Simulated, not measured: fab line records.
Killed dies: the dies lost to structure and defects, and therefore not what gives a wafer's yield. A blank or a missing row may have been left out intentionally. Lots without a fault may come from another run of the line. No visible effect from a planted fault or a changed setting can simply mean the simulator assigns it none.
Matching of chambers || flow nand-harc || NHARC_P_CONTACT_STRIP_28 on rie-diel-04: 4 sister chambers
The step strips in O2. 30 wafers are shown with their chamber, then 12 later ones without.

## EACH WAFER AND ITS CHAMBER
{"wafer": "L077.2", "chamber": 2, "drypump-motor-current-A (A)": 5.9, "oes-product-au (a.u.)": 1.001, "rf-vpp-V (V)": 56.7}
{"wafer": "L077.3", "chamber": 3, "drypump-motor-current-A (A)": 5.1, "oes-product-au (a.u.)": 1.004, "rf-vpp-V (V)": 57.5}
{"wafer": "L077.5", "chamber": 3, "drypump-motor-current-A (A)": 5.1, "oes-product-au (a.u.)": 1.007, "rf-vpp-V (V)": 58.3}
{"wafer": "L078.2", "chamber": 3, "drypump-motor-current-A (A)": 5.1, "oes-product-au (a.u.)": 0.999, "rf-vpp-V (V)": 58.0}
{"wafer": "L078.3", "chamber": 2, "drypump-motor-current-A (A)": 5.8, "oes-product-au (a.u.)": 0.996, "rf-vpp-V (V)": 56.8}
{"wafer": "L078.5", "chamber": 3, "drypump-motor-current-A (A)": 5.1, "oes-product-au (a.u.)": 1.005, "rf-vpp-V (V)": 57.1}
{"wafer": "L079.3", "chamber": 0, "drypump-motor-current-A (A)": 6.6, "oes-product-au (a.u.)": 0.977, "rf-vpp-V (V)": 58.1}
{"wafer": "L079.4", "chamber": 1, "drypump-motor-current-A (A)": 5.2, "oes-product-au (a.u.)": 1.017, "rf-vpp-V (V)": 57.9}
{"wafer": "L079.5", "chamber": 3, "drypump-motor-current-A (A)": 5.1, "oes-product-au (a.u.)": 1.014, "rf-vpp-V (V)": 57.2}
{"wafer": "L080.1", "chamber": 0, "drypump-motor-current-A (A)": 6.6, "oes-product-au (a.u.)": 0.992, "rf-vpp-V (V)": 58.0}
{"wafer": "L080.4", "chamber": 1, "drypump-motor-current-A (A)": 5.2, "oes-product-au (a.u.)": 1.003, "rf-vpp-V (V)": 58.4}
{"wafer": "L080.6", "chamber": 1, "drypump-motor-current-A (A)": 5.2, "oes-product-au (a.u.)": 1.015, "rf-vpp-V (V)": 58.1}
{"wafer": "L081.1", "chamber": 1, "drypump-motor-current-A (A)": 5.2, "oes-product-au (a.u.)": 1.002, "rf-vpp-V (V)": 57.4}
{"wafer": "L081.5", "chamber": 1, "drypump-motor-current-A (A)": 5.2, "oes-product-au (a.u.)": 0.993, "rf-vpp-V (V)": 57.3}
{"wafer": "L081.6", "chamber": 2, "drypump-motor-current-A (A)": 5.8, "oes-product-au (a.u.)": 0.996, "rf-vpp-V (V)": 57.6}
{"wafer": "L083.1", "chamber": 2, "drypump-motor-current-A (A)": 5.9, "oes-product-au (a.u.)": 0.981, "rf-vpp-V (V)": 57.1}
{"wafer": "L083.3", "chamber": 3, "drypump-motor-current-A (A)": 5.1, "oes-product-au (a.u.)": 0.997, "rf-vpp-V (V)": 59.0}
{"wafer": "L083.4", "chamber": 1, "drypump-motor-current-A (A)": 5.2, "oes-product-au (a.u.)": 1.004, "rf-vpp-V (V)": 58.0}
{"wafer": "L085.1", "chamber": 0, "drypump-motor-current-A (A)": 6.6, "oes-product-au (a.u.)": 0.991, "rf-vpp-V (V)": 56.7}
{"wafer": "L085.3", "chamber": 3, "drypump-motor-current-A (A)": 5.1, "oes-product-au (a.u.)": 1.001, "rf-vpp-V (V)": 57.7}
{"wafer": "L085.6", "chamber": 2, "drypump-motor-current-A (A)": 5.8, "oes-product-au (a.u.)": 0.996, "rf-vpp-V (V)": 56.8}
{"wafer": "L088.1", "chamber": 0, "drypump-motor-current-A (A)": 6.6, "oes-product-au (a.u.)": 0.995, "rf-vpp-V (V)": 58.0}
{"wafer": "L088.3", "chamber": 1, "drypump-motor-current-A (A)": 5.2, "oes-product-au (a.u.)": 0.995, "rf-vpp-V (V)": 58.5}
{"wafer": "L088.5", "chamber": 2, "drypump-motor-current-A (A)": 5.9, "oes-product-au (a.u.)": 1.003, "rf-vpp-V (V)": 57.2}
{"wafer": "L091.2", "chamber": 3, "drypump-motor-current-A (A)": 5.1, "oes-product-au (a.u.)": 0.990, "rf-vpp-V (V)": 57.0}
{"wafer": "L091.3", "chamber": 1, "drypump-motor-current-A (A)": 5.2, "oes-product-au (a.u.)": 1.007, "rf-vpp-V (V)": 57.4}
{"wafer": "L091.4", "chamber": 1, "drypump-motor-current-A (A)": 5.2, "oes-product-au (a.u.)": 1.007, "rf-vpp-V (V)": 58.5}
{"wafer": "L090.1", "chamber": 3, "drypump-motor-current-A (A)": 5.1, "oes-product-au (a.u.)": 1.000, "rf-vpp-V (V)": 57.5}
{"wafer": "L090.3", "chamber": 1, "drypump-motor-current-A (A)": 5.2, "oes-product-au (a.u.)": 0.989, "rf-vpp-V (V)": 57.6}
{"wafer": "L090.4", "chamber": 2, "drypump-motor-current-A (A)": 5.8, "oes-product-au (a.u.)": 0.995, "rf-vpp-V (V)": 57.2}

SIGNATURES (means of the wafers above)
{"reading": "drypump-motor-current-A", "chamber 0": 6.600, "chamber 1": 5.200, "chamber 2": 5.843, "chamber 3": 5.100, "scatter within a chamber": 0.0257}
{"reading": "oes-product-au", "chamber 0": 0.98875, "chamber 1": 1.00320, "chamber 2": 0.99543, "chamber 3": 1.00189, "scatter within a chamber": 0.00782}
{"reading": "rf-vpp-V", "chamber 0": 57.700, "chamber 1": 57.910, "chamber 2": 57.057, "chamber 3": 57.700, "scatter within a chamber": 0.527}
Rule: a wafer's distance from a chamber is the root of the sum, over the readings, of the square of ((its reading less the chamber's mean) divided by the reading's scatter). The wafer belongs to the nearest chamber; if the next one is less than 2 further off, it can't be placed. The scatter: the root of (the sum of the squares of (reading less its chamber's mean) over the shown wafers, divided by (wafers less chambers)).

## WAFERS WITH NO CHAMBER GIVEN
{"wafer": "L092.3", "drypump-motor-current-A (A)": 5.1, "oes-product-au (a.u.)": 1.001, "rf-vpp-V (V)": 59.5}
{"wafer": "L092.4", "drypump-motor-current-A (A)": 5.2, "oes-product-au (a.u.)": 1.002, "rf-vpp-V (V)": 57.6}
{"wafer": "L092.5", "drypump-motor-current-A (A)": 5.1, "oes-product-au (a.u.)": 1.002, "rf-vpp-V (V)": 56.8}
{"wafer": "L094.1", "drypump-motor-current-A (A)": 5.1, "oes-product-au (a.u.)": 0.994, "rf-vpp-V (V)": 56.0}
{"wafer": "L094.2", "drypump-motor-current-A (A)": 6.6, "oes-product-au (a.u.)": 0.973, "rf-vpp-V (V)": 57.8}
{"wafer": "L094.3", "drypump-motor-current-A (A)": 5.9, "oes-product-au (a.u.)": 0.990, "rf-vpp-V (V)": 56.9}
{"wafer": "L095.3", "drypump-motor-current-A (A)": 6.6, "oes-product-au (a.u.)": 0.975, "rf-vpp-V (V)": 56.3}
{"wafer": "L095.4", "drypump-motor-current-A (A)": 5.2, "oes-product-au (a.u.)": 1.007, "rf-vpp-V (V)": 57.1}
{"wafer": "L095.5", "drypump-motor-current-A (A)": 5.2, "oes-product-au (a.u.)": 0.993, "rf-vpp-V (V)": 58.2}
{"wafer": "L097.3", "drypump-motor-current-A (A)": 5.1, "oes-product-au (a.u.)": 1.004, "rf-vpp-V (V)": 55.9}
{"wafer": "L097.5", "drypump-motor-current-A (A)": 5.8, "oes-product-au (a.u.)": 1.010, "rf-vpp-V (V)": 56.7}
{"wafer": "L097.6", "drypump-motor-current-A (A)": 5.1, "oes-product-au (a.u.)": 1.008, "rf-vpp-V (V)": 55.2}

## THE CHAMBER EACH PASSED THROUGH
{"wafer": "L092.3", "from the rows above": "can't be placed: 3 or 1", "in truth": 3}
{"wafer": "L092.4", "from the rows above": 1, "in truth": 1}
{"wafer": "L092.5", "from the rows above": 3, "in truth": 3}
{"wafer": "L094.1", "from the rows above": 3, "in truth": 3}
{"wafer": "L094.2", "from the rows above": 0, "in truth": 0}
{"wafer": "L094.3", "from the rows above": 2, "in truth": 2}
{"wafer": "L095.3", "from the rows above": 0, "in truth": 0}
{"wafer": "L095.4", "from the rows above": 1, "in truth": 1}
{"wafer": "L095.5", "from the rows above": 1, "in truth": 1}
{"wafer": "L097.3", "from the rows above": 3, "in truth": 3}
{"wafer": "L097.5", "from the rows above": 2, "in truth": 2}
{"wafer": "L097.6", "from the rows above": "can't be placed: 3 or 1", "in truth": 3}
Correct placement for 10 of the 12. Can't be placed from these rows: 2 (the true chamber is among the candidates in 2). Placed wrongly: 0.
